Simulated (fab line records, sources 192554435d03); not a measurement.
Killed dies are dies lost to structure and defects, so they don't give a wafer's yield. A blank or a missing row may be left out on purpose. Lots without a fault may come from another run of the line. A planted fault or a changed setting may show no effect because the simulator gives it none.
fab line records | flow n5_finfet
record lots=5 wafers=15 last_day=18
route steps=1938 shown PMOS_HMC_CHANNEL_EPI@68 FIN_SAQP@90
lots that met no fault: from a run of the same line without faults
start_h: hours from the record's first day to the start of the lot's first wafer shown | wait_h: hours since the lot's step before | " the same as in the row above | L1.1+2: a row that stands for several wafers | - no value, or no start given | * or withheld: withheld | < > ~ a bound
route shown NAME@n: a module of which the file shows steps, and the number in the route of the first | usual: mean/standard deviation of fault-free wafers | same: alike in all rows | chamber/n: place in a boat | sites: the reading at each site | _std_site: their standard deviation | _edge_site: outer sites' mean less inner sites' | radius_mm: how far each site lies from the wafer's centre | mask NAME#n: copy n | behind: the tool/chamber that last shaped the wafer | hold: why the lot was held/for how many hours/how that ended | device: the transistor (n, p or np) that didn't switch | end of line: the same wafers' tests at the end of the route | a step without rows: its recipe alone | killed: dies lost to structure and defects at the first sort, not the wafer's yield | map: a wafer's dies, x killed, . not, _ none there
set.NAME: the setting as run; set.NAME@STEP: as run at that earlier step | model.NAME: the simulator's own value behind a step, which no gauge read
lots at some steps of the route; a table a step, a row a wafer
services: from which hour (start_h, from the record's first day; less than 0 if before it) a tool's chamber was out of use, for how many hours, and why
## steps
# step N5_PMOS_HMC_CHANNEL_EPI_DESCUM_14
# recipe chemistry=O2 time_s=7.9 source_power_w=50 bias_power_w=20 pressure_mtorr=20 rf_frequency_hz=2.712e+07 temp_c=40 resist=CAR-ArF-block o2_flow_sccm=225
# usual drypump_motor_current_A=5.6/0.49 oes_product_au=0.76/0.067 rf_vpp_V=243.4/1.7 showerhead_plenum_p_Torr=2.10/0.098 throttle_valve_pct=20.50/0.26
# columns lot.wafer tool chamber start_h wait_h drypump_motor_current_A oes_product_au rf_hours_counter_h rf_vpp_V showerhead_plenum_p_Torr throttle_valve_pct
L076.2 rie_diel-02 0 29.47 0.0 5.2 0.79 104 245.9 2.20 20.75
L076.5 " 2 " " 5.0 0.71 - 242.9 1.96 20.28
L076.6 " 3 " " 5.5 0.79 - 243.4 2.18 20.47
L090.2 rie_diel-02 3 113.38 0.0 5.5 0.77 127 244.4 2.17 20.50
L090.4 " 0 " " 5.2 0.77 - 244.2 2.19 20.80
L090.6 " 1 " " 5.6 0.70 - 241.8 1.98 20.92
L094.1 rie_diel-06 2 137.43 0.0 5.9 0.68 230 243.7 2.06 20.65
L094.3 " 0 " " 5.1 0.75 142 240.4 1.99 20.34
L094.4 " 1 " " 6.6 0.90 24 245.5 2.21 19.97
L096.4 rie_diel-06 1 149.24 0.0 6.6 0.89 28 245.5 2.21 19.98
L096.5 " 0 " " 5.1 0.75 - 242.0 1.99 20.34
L096.6 " 1 " " 6.6 0.88 - 246.4 2.21 19.96
L097.2 rie_diel-06 1 155.67 0.4 6.6 0.88 31 244.8 2.21 19.97
L097.3 " 2 " " 5.9 0.66 236 242.0 2.06 20.67
L097.6 " 3 " " 6.5 0.73 - 245.0 2.18 20.27
# step N5_PMOS_HMC_CHANNEL_EPI_ETCH_32
# recipe chemistry=N2/H2 target=BARC stop_on=SiO2 target_depth_a=858 over_etch_frac=0.3 time_s=50.3 ion_energy_ev=200 mask_material=CAR-ArF-block pressure_mtorr=30 source_w=840 bias_w=150 n2_flow_sccm=200 h2_flow_sccm=200
# usual drypump_motor_current_A=5.6/0.49 oes_product_au=0.65/0.053 rf_vpp_V=524/3.3 showerhead_plenum_p_Torr=2.56/0.12 throttle_valve_pct=18.01/0.3
# columns lot.wafer tool chamber start_h wait_h drypump_motor_current_A oes_product_au rf_hours_counter_h rf_vpp_V showerhead_plenum_p_Torr throttle_valve_pct
L076.2 rie_diel-02 0 29.51 0.0 5.2 0.68 104 526 2.66 18.02
L076.5 " 2 " " 5.0 0.60 - 521 2.40 17.78
L076.6 " 3 " " 5.5 0.67 - 527 2.67 17.98
L090.2 rie_diel-02 3 113.41 0.0 5.5 0.66 127 527 2.66 18.01
L090.4 " 0 " " 5.2 0.66 - 527 2.65 18.06
L090.6 " 1 " " 5.6 0.60 - 520 2.41 18.56
L094.1 rie_diel-06 2 137.47 0.0 5.9 0.59 230 523 2.51 18.20
L094.3 " 0 " " 5.1 0.65 142 521 2.43 17.77
L094.4 " 1 " " 6.6 0.77 24 529 2.71 17.53
L096.4 rie_diel-06 1 149.27 0.0 6.6 0.76 28 529 2.71 17.54
L096.5 " 0 " " 5.1 0.64 - 522 2.43 17.76
L096.6 " 1 " " 6.6 0.76 - 529 2.71 17.52
L097.2 rie_diel-06 1 155.70 0.0 6.6 0.76 31 529 2.71 17.54
L097.3 " 2 " " 5.9 0.57 236 522 2.51 18.19
L097.6 " 3 " " 6.5 0.64 - 527 2.65 17.77
# step N5_PMOS_HMC_CHANNEL_EPI_HM_OPEN_15
# recipe chemistry=CHF3/O2 target=SiO2 mask_material=CAR-ArF-block target_depth_a=406 CHF3_flow_sccm=50 O2_flow_sccm=5 Ar_flow_sccm=200 time_s=20.3 pressure_mtorr=30 source_w=650 bias_w=170 ion_energy_ev=200
# usual drypump_motor_current_A=5.6/0.49 oes_product_au=0.76/0.063 rf_vpp_V=525/7.2 showerhead_plenum_p_Torr=2.42/0.11 throttle_valve_pct=18.98/0.24
# columns lot.wafer tool chamber start_h wait_h drypump_motor_current_A oes_product_au rf_hours_counter_h rf_vpp_V showerhead_plenum_p_Torr throttle_valve_pct
L076.2 rie_diel-02 0 29.55 0.0 5.2 0.78 104 516 2.51 19.13
L076.5 " 2 " " 5.0 0.70 - 533 2.30 18.99
L076.6 " 3 " " 5.5 0.79 - 523 2.52 19.01
L090.2 rie_diel-02 3 113.45 0.0 5.5 0.76 127 524 2.51 19.05
L090.4 " 0 " " 5.2 0.75 - 516 2.50 19.17
L090.6 " 1 " " 5.6 0.69 - 519 2.26 19.30
L094.1 rie_diel-06 2 137.51 0.0 5.9 0.69 230 515 2.36 19.12
L094.3 " 0 " " 5.1 0.76 142 525 2.31 18.88
L094.4 " 1 " " 6.6 0.90 24 526 2.54 18.47
L096.4 rie_diel-06 1 149.32 0.0 6.6 0.88 28 526 2.54 18.47
L096.5 " 0 " " 5.1 0.75 - 523 2.31 18.89
L096.6 " 1 " " 6.6 0.87 - 529 2.54 18.48
L097.2 rie_diel-06 1 155.75 0.0 6.6 0.88 31 527 2.54 18.50
L097.3 " 2 " " 5.9 0.68 236 515 2.36 19.12
L097.6 " 3 " " 6.4 0.75 - 539 2.49 18.67
# step N5_PMOS_HMC_CHANNEL_EPI_STRIP_33
# recipe chemistry=N2/H2 power_w=500 temp_c=40 pressure_mtorr=50 rf_frequency_hz=6e+07 overash_fraction=0.3 bias_power_w=8 h2_frac=0.5 n2_flow_sccm=300 h2_flow_sccm=300
# usual drypump_motor_current_A=5.6/0.49 oes_product_au=0.76/0.067 rf_vpp_V=54.2/1.7 showerhead_plenum_p_Torr=3.38/0.15 throttle_valve_pct=19.1/0.5
# same overash_fraction=0.3
# columns lot.wafer tool chamber start_h wait_h drypump_motor_current_A oes_product_au rf_hours_counter_h rf_vpp_V showerhead_plenum_p_Torr throttle_valve_pct
L076.2 rie_diel-02 0 29.61 0.0 5.2 0.78 104 56.9 3.50 18.8
L076.5 " 2 " " 5.0 0.71 - 54.0 3.18 18.6
L076.6 " 3 " " 5.5 0.81 - 54.0 3.52 18.9
L090.2 rie_diel-02 3 113.51 0.0 5.5 0.76 127 54.6 3.51 18.9
L090.4 " 0 " " 5.2 0.75 - 53.3 3.49 18.9
L090.6 " 1 " " 5.6 0.70 - 54.3 3.19 20.1
L094.1 rie_diel-06 2 137.57 0.0 5.9 0.68 230 53.8 3.31 19.3
L094.3 " 0 " " 5.1 0.75 142 53.3 3.21 18.6
L094.4 " 1 " " 6.6 0.88 24 55.4 3.57 18.6
L096.4 rie_diel-06 1 149.37 0.0 6.6 0.89 28 51.0 3.57 18.6
L096.5 " 0 " " 5.2 0.75 - 53.2 3.21 18.6
L096.6 " 1 " " 6.6 0.88 - 52.5 3.57 18.6
L097.2 rie_diel-06 1 155.80 0.0 6.6 0.87 31 54.9 3.57 18.6
L097.3 " 2 " " 5.9 0.67 236 53.4 3.31 19.4
L097.6 " 3 " " 6.6 0.76 - 55.5 3.49 19.1
# step N5_PMOS_HMC_CHANNEL_EPI_STRIP_17
# recipe chemistry=SPM time_s=750 temp_c=130 h2so4_h2o2_vol_ratio=4 dry=ipa_marangoni
# columns lot.wafer tool chamber start_h wait_h
L076.2+5+6 wet_bench-01 0,4,3 29.67 -
L090.2+4+6 wet_bench-04 5,6,0 113.58 -
L094.1+3+4 wet_bench-04 0,3,7 137.63 -
L096.4+5+6 wet_bench-02 7,6,4 149.44 -
L097.2+3+6 wet_bench-02 5,3,1 155.87 -
# step N5_PMOS_HMC_CHANNEL_EPI_ETCH_38
# recipe chemistry=CF4 target=SiO2 target_depth_a=15 ion_energy_ev=350 pressure_mtorr=10 icp_w=800 bias_w=400 cf4_flow_sccm=80
# usual drypump_motor_current_A=5.5/0.41 oes_product_au=1.004/0.017 throttle_valve_pct=21.84/0.23
# columns lot.wafer tool chamber start_h wait_h drypump_motor_current_A oes_product_au rf_hours_counter_h throttle_valve_pct
L076.2 rie_si-06 1 29.91 0.0 5.3 1.006 177 21.61
L076.5 " 1 " " 5.2 1.007 - 21.61
L076.6 " 2 " " 5.8 1.001 - 21.88
L090.2 rie_si-06 0 113.82 0.0 6.2 1.028 181 21.73
L090.4 " 3 " " 5.0 0.972 157 21.56
L090.6 " 0 " " 6.2 1.026 - 21.72
L094.1 rie_si-06 1 137.87 0.0 5.3 1.008 179 21.59
L094.3 " 2 " " 5.7 0.998 5 21.88
L094.4 " 3 " " 5.0 0.981 158 21.58
L096.4 rie_si-05 1 149.88 0.0 5.6 0.992 34 22.25
L096.5 " 2 " " 5.5 0.995 - 21.75
L096.6 " 3 " " 5.6 0.990 - 21.66
L097.2 rie_si-06 2 156.31 0.0 5.8 1.002 5 21.87
L097.3 " 3 " " 5.0 0.978 158 21.57
L097.6 " 0 " " 6.2 1.018 - 21.72
# step N5_PMOS_HMC_CHANNEL_EPI_FIN_RECESS_16
# recipe chemistry=HBr/Cl2 target=Si mask_material=SiO2 target_depth_a=540 time_s=18 pressure_mtorr=10 icp_w=800 bias_w=75 HBr_flow_sccm=150 Cl2_flow_sccm=80
# usual drypump_motor_current_A=5.5/0.41 oes_product_au=1.005/0.014 throttle_valve_pct=35.58/0.28
# columns lot.wafer tool chamber start_h wait_h drypump_motor_current_A oes_product_au rf_hours_counter_h throttle_valve_pct
L076.2 rie_si-06 1 29.93 0.0 5.3 1.024 177 35.30
L076.5 " 1 " " 5.3 1.016 - 35.30
L076.6 " 2 " " 5.8 1.013 - 35.86
L090.2 rie_si-06 0 113.84 0.0 6.2 1.018 181 35.19
L090.4 " 3 " " 5.0 0.981 157 35.37
L090.6 " 0 " " 6.2 1.029 - 35.20
L094.1 rie_si-06 1 137.89 0.0 5.3 1.003 179 35.32
L094.3 " 2 " " 5.8 1.017 5 35.86
L094.4 " 3 " " 5.0 0.980 158 35.37
L096.4 rie_si-05 1 149.90 0.0 5.6 0.994 34 35.97
L096.5 " 2 " " 5.5 0.998 - 35.35
L096.6 " 3 " " 5.6 0.989 - 35.29
L097.2 rie_si-06 2 156.33 0.0 5.7 1.010 5 35.86
L097.3 " 3 " " 5.0 0.990 158 35.39
L097.6 " 0 " " 6.2 1.029 - 35.20
# step N5_PMOS_HMC_CHANNEL_EPI_PRECLEAN_36
# recipe chemistry=O3/DIW time_s=45 temp_c=22 o3_ppm=10
# columns lot.wafer tool chamber start_h wait_h
L076.2+5+6 wet_bench-04 6,2,3 30.03 0.1
L090.2+4+6 wet_bench-01 0,5,1 113.93 0.1
L094.1+3+4 wet_bench-02 7,0,6 137.99 0.1
L096.4+5+6 wet_bench-02 5,2,4 150.00 0.1
L097.2+3+6 wet_bench-04 0,5,3 156.43 0.1
# step N5_PMOS_HMC_CHANNEL_EPI_PRECLEAN_18
# recipe chemistry=DHF time_s=30 temp_c=25 dilution=withheld
# columns lot.wafer tool chamber start_h wait_h
L076.2+5+6 wet_bench-04 6,2,3 30.04 0.0
L090.2+4+6 wet_bench-01 0,5,1 113.95 0.0
L094.1+3+4 wet_bench-02 7,0,6 138.00 0.0
L096.4+5+6 wet_bench-02 5,2,4 150.03 0.0
L097.2+3+6 wet_bench-04 0,5,3 156.46 0.0
# step N5_PMOS_HMC_CHANNEL_EPI_SRD_19
# recipe dry=ipa_marangoni do_ppb=5 time_s=30 temp_c=23 rinse_liquid=diw
# columns lot.wafer tool chamber start_h wait_h
L076.2+5+6 wet_bench-04 6,2,3 30.05 0.0
L090.2+4+6 wet_bench-01 0,5,1 113.96 0.0
L094.1+3+4 wet_bench-02 7,0,6 138.01 0.0
L096.4+5+6 wet_bench-02 5,2,4 150.05 0.0
L097.2+3+6 wet_bench-04 0,5,3 156.48 0.0
# step N5_PMOS_HMC_CHANNEL_EPI_EPI_20
# recipe material=SiGe30 mask_material=SiO2 pressure_torr=20 target_thk_a=590 temp_c=600
# columns lot.wafer tool chamber start_h wait_h
L076.2+5+6 epi_rpcvd-02 0 30.30 0.2
L090.2+4+6 epi_rpcvd-04 0 114.21 0.2
L094.1+3+4 epi_rpcvd-02 0 138.06 0.0
L096.4+5+6 epi_rpcvd-03 0 150.71 0.6
L097.2+3+6 epi_rpcvd-03 0 156.74 0.2
# step N5_PMOS_HMC_CHANNEL_EPI_HM_STRIP_35
# recipe chemistry=dHF temp_c=25 material=SiO2 target=SiO2 target_depth_a=396 time_s=216
# columns lot.wafer tool chamber start_h wait_h
L076.2+5+6 wet_bench-01 1,4,5 31.35 0.9
L090.2+4+6 wet_bench-01 3,4,7 115.24 0.8
L094.1+3+4 wet_bench-01 6,7,0 139.69 1.4
L096.4+5+6 wet_bench-02 2,5,4 151.35 0.4
L097.2+3+6 wet_bench-01 7,0,2 157.78 0.8
# step N5_PMOS_HMC_CHANNEL_EPI_SRD_39
# recipe dry=ipa_marangoni time_s=30 temp_c=23 rinse_liquid=diw
# columns lot.wafer tool chamber start_h wait_h
L076.2+5+6 wet_bench-01 1,4,5 31.41 0.0
L090.2+4+6 wet_bench-01 3,4,7 115.30 0.0
L094.1+3+4 wet_bench-01 6,7,0 139.76 0.0
L096.4+5+6 wet_bench-02 2,5,4 151.47 0.0
L097.2+3+6 wet_bench-01 7,0,2 157.84 0.0
# step N5_PMOS_HMC_CHANNEL_EPI_CMP_21
# recipe material=SiGe30 post_cmp_clean=alkaline_brush target_thk_nm=54
# usual edge_zone_pressure_frac=0.999/0.0049 motor_current_A=11.6/0.89
# columns lot.wafer tool chamber start_h wait_h edge_zone_pressure_frac motor_current_A
L076.2 cmp-01 1 31.57 0.1 0.999 10.8
L076.6 " 2 " " 1.003 11.4
L076.5 " 3 " " 0.998 13.1
L090.4 cmp-01 0 115.34 0.0 1.009 10.9
L090.2 " 1 " " 1.004 11.8
L090.6 " 0 " " 1.001 11.5
L094.1 cmp-02 1 139.79 0.0 0.991 10.8
L094.3 " 2 " " 0.999 11.1
L094.4 " 0 " " 0.999 10.6
L096.4 cmp-01 3 151.57 0.1 1.001 12.3
L096.5 " 2 " " 1.001 11.4
L096.6 " 3 " " 0.997 13.0
L097.2 cmp-01 1 157.96 0.1 1.005 11.0
L097.3 " 2 " " 1.000 10.8
L097.6 " 0 " " 1.006 10.9
# step N5_PMOS_HMC_CHANNEL_EPI_THK_MEAS_22
# recipe reads=SiGe30_of_PMOS_HMC_CHANNEL_EPI_EPI_20
# usual HMC_CMP_THK=53.9/0.76
# columns lot.wafer tool chamber start_h wait_h HMC_CMP_THK[nm]
L076.2 film_metro-02 - 31.75 - 53.5
L076.5 " - " " 53.3
L076.6 " - " " 54.0
L090.2 film_metro-02 - 115.64 - 53.4
L090.4 " - " " 53.6
L090.6 " - " " 53.6
L094.1 film_metro-02 - 140.09 - 52.5
L094.3 " - " " 53.9
L094.4 " - " " 53.6
L096.4 film_metro-01 - 151.83 - 53.7
L096.5 " - " " 54.3
L096.6 " - " " 53.3
L097.2 film_metro-02 - 158.17 - 53.2
L097.3 " - " " 53.8
L097.6 " - " " 54.0
# step N5_PMOS_HMC_CHANNEL_EPI_PRECLEAN_40
# recipe chemistry=DHF time_s=30 temp_c=25 dilution=withheld
# columns lot.wafer tool chamber start_h wait_h
L076.2+5+6 wet_bench-02 6,5,2 31.78 0.0
L090.2+4+6 wet_bench-04 0,4,2 115.66 0.0
L094.1+3+4 wet_bench-02 4,6,7 140.12 0.0
L096.4+5+6 wet_bench-04 5,1,0 151.86 0.0
L097.2+3+6 wet_bench-04 4,5,3 158.20 0.0
# step N5_PMOS_HMC_CHANNEL_EPI_PRECLEAN_37
# recipe chemistry=O3/DIW time_s=45 temp_c=22 o3_ppm=10
# columns lot.wafer tool chamber start_h wait_h
L076.2+5+6 wet_bench-02 6,5,2 31.79 0.0
L090.2+4+6 wet_bench-04 0,4,2 115.68 0.0
L094.1+3+4 wet_bench-02 4,6,7 140.13 0.0
L096.4+5+6 wet_bench-04 5,1,0 151.88 0.0
L097.2+3+6 wet_bench-04 4,5,3 158.22 0.0
# step N5_PMOS_HMC_CHANNEL_EPI_PRECLEAN_24
# recipe chemistry=DHF time_s=30 temp_c=25 dilution=withheld
# columns lot.wafer tool chamber start_h wait_h
L076.2+5+6 wet_bench-02 6,5,2 31.80 0.0
L090.2+4+6 wet_bench-04 0,4,2 115.69 0.0
L094.1+3+4 wet_bench-02 4,6,7 140.14 0.0
L096.4+5+6 wet_bench-04 5,1,0 151.90 0.0
L097.2+3+6 wet_bench-04 4,5,3 158.25 0.0
# step N5_PMOS_HMC_CHANNEL_EPI_SRD_25
# recipe dry=ipa_marangoni do_ppb=5 time_s=30 temp_c=23 rinse_liquid=diw
# columns lot.wafer tool chamber start_h wait_h
L076.2+5+6 wet_bench-02 6,5,2 31.81 0.0
L090.2+4+6 wet_bench-04 0,4,2 115.70 0.0
L094.1+3+4 wet_bench-02 4,6,7 140.15 0.0
L096.4+5+6 wet_bench-04 5,1,0 151.92 0.0
L097.2+3+6 wet_bench-04 4,5,3 158.27 0.0
# step N5_PMOS_HMC_CHANNEL_EPI_EPI_26
# recipe material=Si target_thk_a=38 temp_c=650 precursor=SiH4/H2 pressure_torr=20 time_s=22.7
# usual throttle_valve_pct=11.5/0.78
# columns lot.wafer tool chamber start_h wait_h throttle_valve_pct
L076.2 epi_rpcvd-03 0 31.91 0.1 12.2
L076.5 " 0 " " 12.2
L076.6 " 0 " " 12.1
L090.2 epi_rpcvd-03 0 115.80 0.1 12.1
L090.4 " 0 " " 12.3
L090.6 " 0 " " 12.0
L094.1 epi_rpcvd-04 0 140.20 0.0 10.6
L094.3 " 0 " " 10.5
L094.4 " 0 " " 10.7
L096.4 epi_rpcvd-03 0 152.14 0.2 12.2
L096.5 " 0 " " 12.3
L096.6 " 0 " " 12.6
L097.2 epi_rpcvd-03 0 158.38 0.1 12.4
L097.3 " 0 " " 12.0
L097.6 " 0 " " 12.1
# step N5_PMOS_HMC_CHANNEL_EPI_INSPECT_30
# recipe inspect_instrument=darkfield mode=post_epi
# usual raw_defect_count=18/6.6
# columns lot.wafer tool chamber start_h wait_h raw_defect_count
L076.2 defect_inspect-02 - 32.23 0.0 26
L076.5 " - " " 21
L076.6 " - " " 21
L090.2 defect_inspect-01 - 116.12 0.0 16
L090.4 " - " " 19
L090.6 " - " " 6
L094.1 defect_inspect-01 - 140.57 0.0 15
L094.3 " - " " 7
L094.4 " - " " 25
L096.4 defect_inspect-01 - 152.36 0.0 20
L096.5 " - " " 15
L096.6 " - " " 21
L097.2 defect_inspect-01 - 158.70 0.0 27
L097.3 " - " " 22
L097.6 " - " " 19
# step N5_FIN_SAQP_PRECLEAN_42
# recipe chemistry=O3/DIW time_s=60 temp_c=22 o3_ppm=10
# columns lot.wafer tool chamber start_h wait_h
L076.2+5+6 wet_bench-06 5,4,0 32.25 0.0
L090.2+4+6 wet_bench-05 3,4,0 116.14 0.0
L094.1+3+4 wet_bench-05 6,3,5 140.60 0.0
L096.4+5+6 wet_bench-06 7,1,0 152.48 0.1
L097.2+3+6 wet_bench-03 3,6,4 158.73 0.0
# step N5_FIN_SAQP_PRECLEAN_00
# recipe chemistry=SC1 time_s=60 temp_c=55 mix=1:2:50
# usual diw_flow_mL_min=1416/4.2
# columns lot.wafer tool chamber start_h wait_h diw_flow_mL_min
L076.2 wet_bench-06 5 32.27 0.0 1411
L076.5 " 4 " " 1419
L076.6 " 0 " " 1416
L090.2 wet_bench-05 3 116.16 0.0 1419
L090.4 " 4 " " 1415
L090.6 " 0 " " 1413
L094.1 wet_bench-05 6 140.62 0.0 1409
L094.3 " 3 " " 1422
L094.4 " 5 " " 1417
L096.4 wet_bench-06 7 152.50 0.0 1420
L096.5 " 1 " " 1417
L096.6 " 0 " " 1415
L097.2 wet_bench-03 3 158.75 0.0 1425
L097.3 " 6 " " 1420
L097.6 " 4 " " 1410
# step N5_FIN_SAQP_PRECLEAN_44
# recipe chemistry=SC2 time_s=45 temp_c=35 mix=1:1:50
# columns lot.wafer tool chamber start_h wait_h
L076.2+5+6 wet_bench-06 5,4,0 32.29 0.0
L090.2+4+6 wet_bench-05 3,4,0 116.18 0.0
L094.1+3+4 wet_bench-05 6,3,5 140.63 0.0
L096.4+5+6 wet_bench-06 7,1,0 152.52 0.0
L097.2+3+6 wet_bench-03 3,6,4 158.77 0.0
# step N5_FIN_SAQP_SRD_01
# recipe dry=ipa_marangoni time_s=30 temp_c=23 rinse_liquid=diw
# columns lot.wafer tool chamber start_h wait_h
L076.2+5+6 wet_bench-06 5,4,0 32.30 0.0
L090.2+4+6 wet_bench-05 3,4,0 116.19 0.0
L094.1+3+4 wet_bench-05 6,3,5 140.64 0.0
L096.4+5+6 wet_bench-06 7,1,0 152.53 0.0
L097.2+3+6 wet_bench-03 3,6,4 158.78 0.0
# step N5_FIN_SAQP_ALD_61
# recipe material=SiO2 target_thk_a=40 temp_c=300 ald_precursor_family=BDEAS ald_co_reactant=O2-plasma pulse_time_s=1 purge_time_s=2 co_reactant_purge_time_s=2 ald_cycles=43 pressure_torr=2
# usual heater_power_w=459/41 precursor_pulse_height_rel=1.000/0.021
# same ald_cycles=43
# columns lot.wafer tool chamber start_h wait_h heater_power_w precursor_pulse_height_rel
L076.2 ald_sin-01 1 32.39 0.1 456 0.976
L076.5 " 0 " " 490 1.002
L076.6 " 3 " " 519 1.033
L090.2 ald_sin-04 3 116.38 0.2 478 0.990
L090.4 " 0 " " 383 0.995
L090.6 " 0 " " 395 0.991
L094.1 ald_sin-03 0 140.69 0.0 524 1.021
L094.3 " 1 " " 467 0.981
L094.4 " 2 " " 421 1.003
L096.4 ald_sin-03 3 152.58 0.0 425 0.991
L096.5 " 0 " " 521 0.983
L096.6 " 1 " " 462 0.995
L097.2 ald_sin-01 2 158.83 0.0 405 0.970
L097.3 " 3 " " 530 0.977
L097.6 " 2 " " 407 1.031
# step N5_FIN_SAQP_DENSIFY_62
# recipe temp_c=700 time_s=60 ambient=N2 idle_temp_c=600 ramp_up_c_per_s=150 ramp_down_c_per_s=60 cool_to_c=600
# usual lamp_power_pct=9.85/0.058 lamp_zone_6_pct=9.771/0.011 wafer_temp_C_max=703.3/0.58
# columns lot.wafer tool chamber start_h wait_h lamp_power_pct lamp_zone_6_pct wafer_temp_C_max
L076.2 rtp_anneal-01 0 32.62 0.1 9.86 9.779 704.2
L076.5 " 0 " " 9.79 9.768 703.1
L076.6 " 0 " " 9.98 9.768 702.9
L090.2 rtp_anneal-01 0 116.80 0.3 9.81 9.784 703.1
L090.4 " 0 " " 9.87 9.789 703.1
L090.6 " 0 " " 9.78 9.771 703.6
L094.1 rtp_anneal-02 0 140.89 0.1 9.92 9.776 702.8
L094.3 " 0 " " 9.87 9.768 703.9
L094.4 " 0 " " 9.79 9.783 703.3
L096.4 rtp_anneal-02 0 153.01 0.4 9.89 9.773 702.3
L096.5 " 0 " " 9.94 9.761 703.1
L096.6 " 0 " " 9.82 9.774 703.8
L097.2 rtp_anneal-02 0 159.06 0.1 9.93 9.778 702.5
L097.3 " 0 " " 9.90 9.780 703.6
L097.6 " 0 " " 9.91 9.789 702.9
# step N5_FIN_SAQP_HM_DEP_03
# recipe material=SiNx target_thk_a=380 temp_c=400 precursor=SiH4/NH3/N2 pressure_torr=1.5 rf_w=300 time_s=33.6
# usual heater_power_w=787/110 showerhead_plenum_p_Torr=5.19/0.06 showerhead_vpp_V=1088/41 throttle_valve_pct=39.4/1.4
# columns lot.wafer tool chamber start_h wait_h heater_power_w showerhead_plenum_p_Torr showerhead_vpp_V throttle_valve_pct
L076.2 pecvd-02 1 32.81 0.2 647 5.16 1102 40.6
L076.5 " 1 " " 650 5.17 1114 40.8
L076.6 " 0 " " 865 5.29 1066 38.8
L090.2 pecvd-02 2 116.98 0.2 636 5.16 1082 38.1
L090.4 " 2 " " 670 5.16 1105 38.4
L090.6 " 1 " " 712 5.16 1106 40.6
L094.1 pecvd-04 0 141.11 0.2 805 5.15 1125 38.4
L094.3 " 1 " " 877 5.12 1137 42.1
L094.4 " 0 " " 838 5.15 1124 38.3
L096.4 pecvd-01 1 153.16 0.1 896 5.18 1114 41.1
L096.5 " 2 " " 872 5.26 1003 39.1
L096.6 " 0 " " 677 5.11 1119 40.0
L097.2 pecvd-01 0 159.24 0.2 758 5.14 1119 40.2
L097.3 " 1 " " 902 5.16 1123 41.0
L097.6 " 0 " " 740 5.11 1115 40.2
# step N5_FIN_SAQP_THK_MEAS_05
# usual thk_nm=37.9/0.48
# columns lot.wafer tool chamber start_h wait_h thk_nm
L076.2 film_metro-02 - 32.89 0.1 37.8
L076.5 " - " " 38.8
L076.6 " - " " 37.8
L090.2 film_metro-01 - 117.07 0.1 37.3
L090.4 " - " " 37.9
L090.6 " - " " 38.4
L094.1 film_metro-01 - 141.19 0.1 37.5
L094.3 " - " " 37.6
L094.4 " - " " 38.0
L096.4 film_metro-02 - 153.23 0.0 38.4
L096.5 " - " " 38.8
L096.6 " - " " 37.9
L097.2 film_metro-02 - 159.33 0.1 37.1
L097.3 " - " " 37.5
L097.6 " - " " 37.3
## services
# columns tool chamber start_h hours kind
cmp-01 - 24.83 1.5 repair
ald_sin-03 0 27.55 14.9 repair
rie_diel-06 1 31.18 3.3 repair
ald_sin-03 1 37.18 3.1 repair
rie_diel-02 - 46.50 0.5 repair
ald_sin-01 2 47.12 3.7 repair
rtp_anneal-02 - 49.25 4.4 pm
cmp-01 - 59.72 8.0 pm
ald_sin-03 0 72.19 9.3 repair
pecvd-01 - 83.17 6.0 pm
pecvd-01 - 89.86 14.6 pm
wet_bench-04 - 101.59 3.4 repair
rie_si-05 2 104.00 2.9 repair
epi_rpcvd-04 - 104.46 1.0 repair
rie_diel-02 2 106.52 6.9 repair
rie_diel-02 1 113.58 17.4 repair
wet_bench-02 - 114.59 4.4 pm
rie_si-06 1 114.87 4.9 repair
rie_diel-02 2 118.32 7.8 repair
cmp-01 - 122.54 4.0 pm
rie_si-05 3 128.71 3.4 repair
rie_si-05 3 133.45 6.2 repair
rie_diel-02 3 144.57 4.2 repair
rie_diel-02 - 154.97 0.8 repair
## key
fault none
